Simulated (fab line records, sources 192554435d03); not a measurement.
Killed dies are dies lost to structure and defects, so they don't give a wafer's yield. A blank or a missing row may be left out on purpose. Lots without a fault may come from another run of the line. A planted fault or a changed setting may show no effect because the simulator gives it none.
fab line records | flow n5_finfet
record lots=10 wafers=30 last_day=20
route steps=1938 shown BEOL_M10@1473 BEOL_M11@1539 PASSIVATION@1936
lots that met no fault: from a run of the same line without faults
start_h: hours from the record's first day to the start of the lot's first wafer shown | wait_h: hours since the lot's step before | " the same as in the row above | L1.1+2: a row that stands for several wafers | - no value, or no start given | * or withheld: withheld | < > ~ a bound
route shown NAME@n: a module of which the file shows steps, and the number in the route of the first | usual: mean/standard deviation of fault-free wafers | same: alike in all rows | chamber/n: place in a boat | sites: the reading at each site | _std_site: their standard deviation | _edge_site: outer sites' mean less inner sites' | radius_mm: how far each site lies from the wafer's centre | mask NAME#n: copy n | behind: the tool/chamber that last shaped the wafer | hold: why the lot was held/for how many hours/how that ended | device: the transistor (n, p or np) that didn't switch | end of line: the same wafers' tests at the end of the route | a step without rows: its recipe alone | killed: dies lost to structure and defects at the first sort, not the wafer's yield | map: a wafer's dies, x killed, . not, _ none there
set.NAME: the setting as run; set.NAME@STEP: as run at that earlier step | model.NAME: the simulator's own value behind a step, which no gauge read
steps of the route over a sample of lots; a table a step, a row a wafer
services: from which hour (start_h, from the record's first day; less than 0 if before it) a tool's chamber was out of use, for how many hours, and why
## steps
# step N5_BEOL_M10_PECVD_70
# recipe material=SiO2 target_thk_a=200 temp_c=400 precursor=TEOS/O2 pressure_torr=5.5 rf_w=450 teos_flow_sccm=53.8 gas=O2 flow_sccm=3000 time_s=22.7
# usual chamber_pressure_Torr=5.501/0.013 heater_power_w=723/85 showerhead_plenum_p_Torr=8.80/0.08 throttle_valve_pct=22.8/1
# columns lot.wafer tool chamber start_h wait_h chamber_pressure_Torr heater_power_w showerhead_plenum_p_Torr throttle_valve_pct
L779.2 pecvd-04 1 235.48 0.0 5.530 608 8.70 24.9
L779.4 " 2 " " 5.502 724 8.87 22.6
L779.6 " 1 " " 5.518 618 8.67 24.9
L778.4 pecvd-01 0 235.73 0.1 5.495 773 8.77 22.3
L778.5 " 2 " " 5.521 691 8.80 21.7
L778.6 " 1 " " 5.499 683 8.76 22.7
L780.1 pecvd-02 1 242.61 0.0 5.493 620 8.75 22.8
L780.2 " 0 " " 5.506 758 8.80 21.8
L780.5 " 0 " " 5.520 780 8.78 21.7
L783.1 pecvd-04 0 245.86 0.0 5.504 697 8.91 23.3
L783.2 " 1 " " 5.513 714 8.69 24.6
L783.6 " 1 " " 5.497 714 8.67 25.0
L781.1 pecvd-01 2 266.04 0.0 5.504 756 8.80 21.8
L781.3 " 1 " " 5.501 605 8.77 22.6
L781.5 " 2 " " 5.497 766 8.81 21.9
L782.2 pecvd-02 1 268.68 0.0 5.507 599 8.75 23.0
L782.4 " 0 " " 5.499 798 8.80 21.4
L782.5 " 2 " " 5.520 738 8.79 21.3
L784.1 pecvd-02 0 281.08 0.0 5.538 870 8.81 21.7
L784.3 " 2 " " 5.500 711 8.80 21.2
L784.6 " 0 " " 5.510 869 8.79 21.4
L792.1 pecvd-04 2 324.94 0.0 5.497 782 8.85 22.9
L792.2 " 1 " " 5.532 640 8.67 25.1
L792.5 " 0 " " 5.504 689 8.94 23.5
L798.1 pecvd-01 1 354.73 0.0 5.506 684 8.79 22.7
L798.5 " 1 " " 5.512 691 8.74 22.8
L798.6 " 2 " " 5.492 781 8.83 21.7
L801.1 pecvd-04 1 409.95 0.0 5.502 682 8.66 24.8
L801.2 " 0 " " 5.477 705 8.94 23.2
L801.3 " 2 " " 5.505 759 8.89 22.7
# step N5_BEOL_M10_CMP_52
# recipe stop_on=SiCOH_lowk t_overpolish_s=7 down_force_psi=1 platen_rpm=50 clearing_platen_down_force_psi=1.5 clearing_platen_rpm=50 post_cmp_clean=cu_alkaline target_thk_nm=140 clearing_platen_pad_velocity_m_s=0.99484 pad_velocity_m_s=0.99484
# usual barrier_field_endpoint_s=29.0/0.84 motor_current_A=6.3/0.52 platen_rpm=50.00/0.032
# columns lot.wafer tool chamber start_h wait_h barrier_field_endpoint_s motor_current_A platen_rpm
L779.4 cmp-01 1 240.90 0.1 29.8 5.9 49.97
L779.2 " 3 " " 29.8 6.4 50.00
L779.6 " 1 " " 30.2 6.3 50.06
L778.4 cmp-01 3 241.28 0.2 28.1 6.2 49.95
L778.6 " 0 " " 27.7 7.3 50.05
L778.5 " 1 " " 30.3 6.5 50.00
L780.1 cmp-04 2 249.01 0.3 28.3 6.3 50.05
L780.2 " 1 " " 27.6 5.9 50.02
L780.5 " 2 " " 29.0 6.3 50.03
L783.2 cmp-02 2 254.92 0.2 28.7 6.2 49.96
L783.1 " 0 " " 29.7 5.8 50.02
L783.6 " 2 " " 28.6 5.9 49.97
L781.3 cmp-04 3 272.19 0.2 28.6 5.9 49.93
L781.1 " 1 " " 27.7 6.3 50.05
L781.5 " 2 " " 29.0 6.2 50.00
L782.4 cmp-04 2 274.70 0.2 29.1 6.3 49.95
L782.2 " 3 " " 27.9 6.0 50.00
L782.5 " 1 " " 27.2 5.8 49.98
L784.3 cmp-02 0 287.46 0.3 27.8 5.8 50.07
L784.1 " 1 " " 27.5 5.9 50.04
L784.6 " 0 " " 28.3 5.7 50.02
L792.1 cmp-02 3 331.23 0.3 31.3 6.0 50.00
L792.2 " 1 " " 31.4 5.7 50.03
L792.5 " 0 " " 29.8 5.9 50.06
L798.1 cmp-01 2 360.54 0.3 29.1 6.0 50.05
L798.6 " 1 " " 30.4 6.1 50.00
L798.5 " 2 " " 29.5 6.3 49.99
L801.3 cmp-01 1 419.44 0.2 29.3 6.3 50.02
L801.2 " 3 " " 28.0 6.3 50.02
L801.1 " 0 " " 27.5 7.6 49.96
# step N5_BEOL_M10_DEP_56
# recipe material=SiCN target_thk_a=150 temp_c=withheld precursor=3MS/NH3 pressure_torr=3 rf_w=202 time_s=26.5
# usual chamber_pressure_Torr=2.999/0.0061 showerhead_plenum_p_Torr=3.668/0.016 throttle_valve_pct=9.2/0.45
# columns lot.wafer tool chamber start_h wait_h chamber_pressure_Torr showerhead_plenum_p_Torr throttle_valve_pct
L779.2 pecvd-02 1 241.25 0.0 3.002 3.671 9.4
L779.4 " 2 " " 3.004 3.664 8.9
L779.6 " 1 " " 3.013 3.659 9.0
L778.4 pecvd-04 2 241.56 0.0 2.994 3.682 9.0
L778.5 " 2 " " 2.999 3.684 8.9
L778.6 " 0 " " 2.997 3.690 9.2
L780.1 pecvd-02 0 249.36 0.0 2.996 3.678 8.6
L780.2 " 1 " " 2.995 3.652 9.1
L780.5 " 2 " " 3.010 3.663 8.7
L783.1 pecvd-02 0 255.24 0.0 2.999 3.670 8.9
L783.2 " 1 " " 2.977 3.654 9.2
L783.6 " 2 " " 3.005 3.669 8.9
L781.1 pecvd-04 0 272.50 0.0 3.000 3.698 9.5
L781.3 " 2 " " 3.000 3.682 9.2
L781.5 " 2 " " 2.998 3.691 9.3
L782.2 pecvd-01 0 275.01 0.0 2.994 3.666 8.9
L782.4 " 0 " " 3.005 3.658 8.9
L782.5 " 1 " " 2.994 3.654 9.3
L784.1 pecvd-04 1 287.82 0.0 2.996 3.642 9.9
L784.3 " 2 " " 2.995 3.689 8.8
L784.6 " 1 " " 2.995 3.637 9.8
L792.1 pecvd-01 1 331.59 0.0 3.008 3.664 9.1
L792.2 " 0 " " 3.007 3.659 8.7
L792.5 " 1 " " 2.996 3.659 9.2
L798.1 pecvd-01 2 360.87 0.0 3.000 3.667 8.7
L798.5 " 0 " " 2.997 3.657 8.9
L798.6 " 1 " " 2.996 3.667 8.9
L801.1 pecvd-02 1 419.80 0.0 2.995 3.655 9.2
L801.2 " 2 " " 2.998 3.665 9.0
L801.3 " 0 " " 3.005 3.675 8.7
# step N5_BEOL_M10_RS_MEAS_57
# recipe thk_meas_gauge=four-point-probe reads=Cu_of_BEOL_M10_ECD_50+Co_of_BEOL_M10_CVD_75+TaN_of_BEOL_M10_ALD_74
# usual M10_RS=0.151/0.0037
# columns lot.wafer tool chamber start_h wait_h M10_RS[ohm/sq]
L779.2 film_metro-01 - 241.33 0.1 0.148
L779.4 " - " " 0.147
L779.6 " - " " 0.147
L778.4 film_metro-02 - 241.64 0.1 0.157
L778.5 " - " " 0.150
L778.6 " - " " 0.153
L780.1 film_metro-01 - 249.44 0.1 0.146
L780.2 " - " " 0.155
L780.5 " - " " 0.156
L783.1 film_metro-02 - 255.31 0.1 0.154
L783.2 " - " " 0.160
L783.6 " - " " 0.156
L781.1 film_metro-02 - 272.58 0.1 0.144
L781.3 " - " " 0.149
L781.5 " - " " 0.147
L782.2 film_metro-01 - 275.09 0.1 0.153
L782.4 " - " " 0.156
L782.5 " - " " 0.158
L784.1 film_metro-02 - 287.89 0.1 0.154
L784.3 " - " " 0.159
L784.6 " - " " 0.152
L792.1 film_metro-02 - 331.66 0.1 0.155
L792.2 " - " " 0.152
L792.5 " - " " 0.155
L798.1 film_metro-02 - 360.94 0.1 0.152
L798.5 " - " " 0.153
L798.6 " - " " 0.157
L801.1 film_metro-02 - 419.87 0.1 0.152
L801.2 " - " " 0.149
L801.3 " - " " 0.150
# step N5_BEOL_M11_PECVD_70
# recipe material=SiO2 target_thk_a=200 temp_c=400 precursor=TEOS/O2 pressure_torr=5.5 rf_w=450 teos_flow_sccm=53.8 gas=O2 flow_sccm=3000 time_s=22.7
# usual chamber_pressure_Torr=5.500/0.011 heater_power_w=744/92 showerhead_plenum_p_Torr=8.81/0.061 throttle_valve_pct=22.6/0.79
# columns lot.wafer tool chamber start_h wait_h chamber_pressure_Torr heater_power_w showerhead_plenum_p_Torr throttle_valve_pct
L779.2 pecvd-04 2 242.02 0.0 5.512 789 8.89 22.5
L779.4 " 2 " " 5.499 798 8.88 22.8
L779.6 " 0 " " 5.497 692 8.94 23.1
L778.4 pecvd-03 0 242.34 0.1 5.490 784 8.82 22.2
L778.5 " 2 " " 5.508 617 8.76 21.3
L778.6 " 1 " " 5.509 931 8.83 22.9
L780.1 pecvd-03 2 250.62 0.0 5.493 639 8.78 21.6
L780.2 " 0 " " 5.510 686 8.84 21.9
L780.5 " 2 " " 5.483 642 8.75 21.5
L783.1 pecvd-03 1 256.00 0.0 5.499 768 8.83 22.9
L783.2 " 2 " " 5.486 585 8.74 21.6
L783.6 " 1 " " 5.512 779 8.84 22.7
L781.1 pecvd-04 0 273.47 0.0 5.506 638 8.93 23.3
L781.3 " 2 " " 5.505 745 8.87 22.8
L781.5 " 1 " " 5.510 667 8.66 24.8
L782.2 pecvd-01 2 275.78 0.0 5.490 717 8.80 21.9
L782.4 " 1 " " 5.503 628 8.76 22.4
L782.5 " 2 " " 5.510 710 8.80 21.7
L784.1 pecvd-01 2 288.59 0.0 5.505 699 8.78 21.6
L784.3 " 0 " " 5.494 931 8.76 22.0
L784.6 " 2 " " 5.486 682 8.79 21.8
L792.1 pecvd-01 2 332.35 0.0 5.511 728 8.81 21.7
L792.2 " 1 " " 5.489 672 8.74 22.7
L792.5 " 1 " " 5.515 679 8.77 22.8
L798.1 pecvd-01 2 361.74 0.0 5.516 818 8.80 21.7
L798.5 " 0 " " 5.519 836 8.77 22.6
L798.6 " 2 " " 5.504 814 8.81 22.0
L801.1 pecvd-04 1 420.59 0.0 5.511 699 8.68 25.1
L801.2 " 2 " " 5.513 675 8.88 22.8
L801.3 " 0 " " 5.514 597 8.92 23.2
# step N5_PASSIVATION_PROBE_49
# usual defect_limited_yield=91.1/1.4 killed_at_M0_to_M3=32/9.3 killed_at_M4_up=13/5.8 killed_at_contacts=12/6.3 killed_at_front_end=44/12 killed_at_other=3.6/2.7 killed_dies=104/17 killed_on_rim=14/3.9 killed_open=69/13 killed_short=34/6.9 sort_bin_5_function=5.2/0.98 sort_bin_6_memory=3.3/0.59 sort_bin_8_speed=0.01/0.039 sort_n_pass=1075/17 sort_yield_pct=91.1/1.4
# same gross_dies=1180 killed_at_back_side=0 sort_bin_4_leakage[%]=0
# columns lot.wafer tool chamber start_h wait_h defect_limited_yield[%] killed_at_M0_to_M3 killed_at_M4_up killed_at_contacts killed_at_front_end killed_at_other killed_dies killed_on_rim killed_open killed_short sort_bin_5_function[%] sort_bin_6_memory[%] sort_bin_8_speed[%] sort_n_pass sort_yield_pct[%]
L784.1 prober-01 - 336.53 0.0 89.1 35 12 9 71 2 129 18 88 40 6.8 3.6 0 1051 89.1
L792.1 prober-01 - 387.06 0.0 90.9 26 27 14 34 6 107 17 71 36 5.1 3.8 0 1073 90.9
L792.2 prober-01 - 387.11 0.1 91.2 23 19 16 46 0 104 11 61 43 5.3 3.0 0 1076 91.2
L792.5 prober-01 - 387.26 0.2 89.3 51 19 5 46 5 126 15 70 56 5.6 4.6 0 1054 89.3
L801.1 prober-01 - 470.30 0.0 90.3 46 18 9 42 0 115 8 70 38 5.2 3.6 0 1065 90.3
L801.2 prober-01 - 470.35 0.1 91.4 32 7 13 47 2 101 12 63 35 5.3 3.1 0 1079 91.4
L801.3 prober-01 - 470.40 0.1 92.6 43 6 10 26 2 87 14 55 31 3.8 3.1 0 1093 92.6
# killed by level:class
L784.1 FIN_SAQP:geometric_particle:open=18 STI_FIN_REVEAL:geometric_particle:open=16 FIN_SAQP:geometric_particle:short=13 BEOL_M1:geometric_particle:open=9 BEOL_M4:geometric_particle:open=9 MOL_CONTACT_COAG:geometric_particle:open=8 BEOL_M2:geometric_particle:short=7 BEOL_M2:geometric_particle:open=5
L792.1 BEOL_M4:geometric_particle:open=12 GATE_CUT:geometric_particle:short=10 MOL_CONTACT_COAG:geometric_particle:open=10 BEOL_M1:geometric_particle:open=8 BEOL_M0_SAQP:geometric_particle:short=5 STARTING-WAFER:geometric_particle:open=5 FIN_SAQP:geometric_particle:open=4 MOL_CONTACT_COAG:geometric_particle:short=4
L792.2 FIN_SAQP:geometric_particle:short=13 MOL_CONTACT_COAG:geometric_particle:open=12 FIN_SAQP:geometric_particle:open=8 BEOL_M0_SAQP:geometric_particle:short=7 DUMMY_GATE:geometric_particle:open=6 BEOL_M4:geometric_particle:open=6 BEOL_M1:geometric_particle:open=5 GATE_CUT:geometric_particle:short=4
L792.5 BEOL_M0_SAQP:geometric_particle:short=14 BEOL_M0_SAQP:geometric_particle:open=13 BEOL_M1:geometric_particle:open=8 BEOL_M4:geometric_particle:short=7 FIN_SAQP:geometric_particle:open=6 STI_FIN_REVEAL:geometric_particle:open=6 BEOL_M0:geometric_particle:open=5 FIN_SAQP:geometric_particle:short=4
L801.1 FIN_SAQP:geometric_particle:short=10 MOL_CONTACT_COAG:geometric_particle:open=8 BEOL_M0_SAQP:geometric_particle:short=8 BEOL_M0_SAQP:geometric_particle:open=8 BEOL_M3:geometric_particle:open=7 BEOL_M1:geometric_particle:open=7 BEOL_M2:geometric_particle:open=7 DUMMY_GATE:geometric_particle:open=5
L801.2 STI_FIN_REVEAL:geometric_particle:open=12 MOL_CONTACT_COAG:geometric_particle:open=10 FIN_SAQP:geometric_particle:open=7 BEOL_M0_SAQP:geometric_particle:short=7 BEOL_M2:geometric_particle:open=7 FIN_SAQP:geometric_particle:short=6 STI_FIN_REVEAL:geometric_particle:short=6 BEOL_M1:geometric_particle:open=6
L801.3 MOL_CONTACT_COAG:geometric_particle:open=9 BEOL_M1:geometric_particle:open=8 BEOL_M2:geometric_particle:open=8 BEOL_M0_SAQP:geometric_particle:open=7 BEOL_M0_SAQP:geometric_particle:short=7 STARTING-WAFER:geometric_particle:short=5 STARTING-WAFER:geometric_particle:open=5 FIN_SAQP:geometric_particle:short=4
## services
# columns tool chamber start_h hours kind
cmp-02 - 224.86 4.0 pm
cmp-01 - 231.26 4.0 pm
pecvd-04 1 238.99 5.5 scheduled_down
cmp-01 - 258.05 0.7 repair
pecvd-04 0 258.60 5.5 scheduled_down
pecvd-03 - 262.15 0.7 repair
cmp-01 - 274.28 3.0 repair
cmp-02 - 287.83 1.1 repair
pecvd-01 1 288.56 5.5 scheduled_down
cmp-04 - 290.14 1.1 repair
pecvd-01 1 294.60 5.9 repair
cmp-02 - 297.46 1.7 repair
cmp-02 - 304.38 24.4 pm
pecvd-01 2 323.02 8.5 repair
pecvd-02 1 329.19 4.8 repair
cmp-02 - 342.36 1.7 repair
cmp-04 - 350.39 1.1 repair
cmp-04 - 371.38 4.0 pm
pecvd-02 1 373.23 14.0 repair
pecvd-01 1 383.62 - clean
pecvd-03 - 384.77 0.5 repair
cmp-04 - 388.05 2.7 repair
cmp-02 - 397.05 1.5 repair
cmp-04 - 405.30 6.7 pm
## key
first_sign step=N5_BEOL_M10_CMP_52 reading=barrier_field_endpoint_s direction=up sigmas=2.9 usual=29.0 struck=31.4
effect none on later readings
met_at N5_BEOL_M10_PECVD_70
struck_lots L792
struck_wafers L792.1,L792.2
not_acting_at N5_BEOL_M10_DEP_56,N5_BEOL_M10_RS_MEAS_57,N5_BEOL_M11_PECVD_70
onset_between 245.86 324.94
fault kind=process_parameter_drift tool=pecvd-04 chamber=- onset_h=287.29 steps=N5_BEOL_M10_PECVD_70 channel=time_s offset=* shape=step end_h=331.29 scope=struck_wafers_only acts_in=* stated=*
